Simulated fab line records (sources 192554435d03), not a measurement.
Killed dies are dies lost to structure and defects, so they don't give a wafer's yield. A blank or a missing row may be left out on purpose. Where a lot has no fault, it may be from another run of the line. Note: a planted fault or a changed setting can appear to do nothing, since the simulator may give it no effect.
Comparing a struck lot with a sound one -- flow n5Finfet -- 39 steps out of a route of 1938
Sound: the wafers L541.3, L541.4, L541.6. The struck wafers were L535.1, L535.3, L535.5. The cause is named last.
Order at every step that has rows: each side's tool, ch and its chambers, its first start. Under that, the readings that differ: sound wafers -- struck wafers -- difference of the means -- sigmas: that difference in standard deviations of wafers without a fault.
alike: words and numbers the same on both sides, and readings whose means are apart by under 2 such deviations; not compared: readings that were withheld, readings missing a value for some wafer, numbers with overlapping values and no deviation given by the record, and bounds like >300 which may hide the same value.
Wherever a step has rows on one side only, a row that says differs or no value, or a row with sigmas, the two part there. Numbers that have no deviation but don't overlap get no sigmas and don't part them. Lack of a reading on every wafer of one side parts them only where that side has two or more wafers.

first, 11 steps without rows for these wafers: N5_BEOL_M4_SPUTTER_92 (material Cu, target thk 4.5 nm, time 8.29 s); N5_BEOL_M4_ANNEAL_93 (time 240 s); N5_BEOL_M4_SPUTTER_94 (material Cu, target thk 4.5 nm, time 8.29 s); N5_BEOL_M4_ANNEAL_95 (time 240 s); N5_BEOL_M4_SPUTTER_96 (material Cu, target thk 4.5 nm, time 8.29 s); N5_BEOL_M4_ECD_50 (material Cu, target thk 300 nm); N5_BEOL_M4_ANNEAL_51 (time 90 s); N5_BEOL_M4_CMP_52 (polishes, stops on SiOC, t overpolish 6.8 s, target thk 40 nm); N5_BEOL_M4_PRE_CLEAN_60 (time 15 s); N5_BEOL_M4_CO_CAP_55 (material Co, precursor CCTBA/H2, target thk 2 nm, time 102.1 s); N5_BEOL_M4_PRE_CLEAN_56 (time 15 s).
N5_BEOL_M4_DEP_57: deposits SiCN from 3MS/NH3, target thk 8 nm, time 14 s.
  sound on pecvd-04 ch 0,1,2, day 12 13:49; struck on pecvd-02 ch 0,1, day 11 10:31
  alike: showerheadPlenumPTorr, throttleValvePct
N5_BEOL_M4_INSPECT_59: inspects for defects (darkfield).
  sound on defectInspect-01, day 12 13:55; struck on defectInspect-01, day 11 10:37
reading,sound,struck,difference,sigmas
rawDefectCount,47 85 69,1137 1160 1201,+1099,+48
N5_BEOL_M4_RC_MEAS_101:
  sound on prober-01 ch 0, day 12 14:14; struck on prober-02 ch 0, day 11 10:38
reading,sound,struck,difference,sigmas
DIBL_N (mV/V),34.9 35.1 34.1,38.9 37.4 37.7,+3.3,+2
  alike: DIBL_P, IOFF_N, IOFF_P, ION_N, ION_P, SS_N, SS_P, VT_N, VT_P
then, 13 steps without rows for these wafers: N5_BEOL_M5_ILD_DEP_00 (deposits SiCOH lowk from DEMS/porogen, target thk 140.64 nm, time 25.9 s); N5_BEOL_M5_CURE_79 (cures SiCOH lowk, time 240 s); N5_BEOL_M5_PECVD_70 (deposits SiO2 from TEOS/O2, target thk 16 nm, time 18 s); N5_BEOL_M5_HM_DEP_02 (deposits TiN, target thk 20 nm); N5_BEOL_M5_COAT_59 (time 60 s, resist thk 60 nm); N5_BEOL_M5_COAT_60 (time 60 s, resist thk 12 nm); N5_BEOL_M5_COAT_71 (time 60 s, resist thk 5 nm); N5_BEOL_M5_COAT_05 (resist thk 30 nm); N5_BEOL_M5_EBR_07; N5_BEOL_M5_SOFTBAKE_06 (time 60 s); N5_BEOL_M5_EXPOSE_08 (exposes mask M5, target cd 28 nm); N5_BEOL_M5_PEB_09 (peb time 60 s); N5_BEOL_M5_DEVELOP_10 (develop time 30 s).
N5_BEOL_M5_INSPECT_13: inspects for defects (brightfield).
  sound on defectInspect-02, day 12 16:58; struck on defectInspect-01, day 11 14:16
reading,sound,struck,difference,sigmas
rawDefectCount,239 419 281,1862 1607 1642,+1391,+14
then, 9 steps without rows for these wafers: N5_BEOL_M5_DESCUM_16 (chemistry O2, time 7 s); N5_BEOL_M5_ETCH_72 (etches underlayer in N2/H2, target depth 6.5 nm, time 5.2 s); N5_BEOL_M5_ETCH_61 (etches SiARC in CF4, target depth 15.6 nm, time 26 s); N5_BEOL_M5_ETCH_62 (etches SOC in N2/H2, target depth 75 nm, overetch 15 nm, time 112.5 s); N5_BEOL_M5_STRIP_63 (strips in N2/H2); N5_BEOL_M5_STRIP_73 (strips in N2/H2); N5_BEOL_M5_STRIP_64 (strips in CF4); N5_BEOL_M5_HM_OPEN_17 (chemistry Cl2/BCl3, target TiN, target depth 20 nm, overetch 6 nm); N5_BEOL_M5_STRIP_19 (strips in O2).
N5_BEOL_M5_INSPECT_30: inspects for defects (brightfield).
  sound on defectInspect-01, day 12 19:54; struck on defectInspect-01, day 11 15:44
reading,sound,struck,difference,sigmas
rawDefectCount,236 370 248,1878 1646 1621,+1430,+14
-- here the record skips 4 days between the struck wafers' starts before and after, leaving off in module BEOL_M5 and picking up in module PASSIVATION (first step shown: number 1936 of the route) --
N5_PASSIVATION_PROBE_49:
  the record has rows for the struck wafers here (prober-01, day 15 15:24) and none for the sound ones

== WHERE THEY PART ==
At N5_BEOL_M4_INSPECT_59 first; at N5_PASSIVATION_PROBE_49 last (within this record only).

WHY: whatever the simulator had introduced
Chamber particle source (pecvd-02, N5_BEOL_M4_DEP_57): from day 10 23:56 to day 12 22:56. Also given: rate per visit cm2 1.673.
